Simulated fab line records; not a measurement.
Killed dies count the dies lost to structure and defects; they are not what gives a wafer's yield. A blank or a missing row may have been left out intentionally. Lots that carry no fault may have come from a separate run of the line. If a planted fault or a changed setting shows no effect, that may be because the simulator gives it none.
Matching of chambers | flow n5 finfet | 4 sister chambers for N5_BEOL_M7_STRIP_67 on rie diel-01
The step strips in CF4. 4 wafers are shown with their chamber, then 10 later ones without.

EACH WAFER AND ITS CHAMBER
wafer  | chamber | showerhead plenum p Torr (Torr)
L085.4 | 0       | 1.86
L088.5 | 2       | 1.74
L090.3 | 3       | 1.73
L090.4 | 1       | 1.72

WAFERS WITH NO CHAMBER GIVEN
wafer  | showerhead plenum p Torr (Torr)
L090.6 | 1.74
L092.1 | 1.73
L092.2 | 1.85
L092.3 | 1.71
L093.3 | 1.74
L093.4 | 1.85
L093.6 | 1.71
L094.1 | 1.71
L094.4 | 1.73
L094.6 | 1.74

WHICH CHAMBER EACH WENT THROUGH
wafer  | from the rows above          | in truth
L090.6 | can't be placed: 2 or 3      | 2
L092.1 | can't be placed: 3 or 1 or 2 | 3
L092.2 | 0                            | 0
L092.3 | can't be placed: 1 or 3      | 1
L093.3 | can't be placed: 2 or 3      | 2
L093.4 | 0                            | 0
L093.6 | can't be placed: 1 or 3      | 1
L094.1 | can't be placed: 1 or 3      | 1
L094.4 | can't be placed: 3 or 1 or 2 | 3
L094.6 | can't be placed: 2 or 3      | 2
Correct placement for 2 of the 10. Cannot be placed on the basis of these rows: 8; the candidates contain the true chamber in 8. Number placed wrongly: 0.
How it was worked out, from the rows above alone: a wafer's distance from a chamber is the root of the sum, over the readings, of the square of ((its reading less the chamber's mean) divided by the reading's scatter). If the next closest chamber is less than 2 further off than the closest, the wafer can't be placed; otherwise it belongs to the closest. For every chamber, the mean is computed from those of its wafers that are shown. The scatter: root of mean squared gap, hidden wafer to nearest shown wafer, with one shown wafer a chamber.
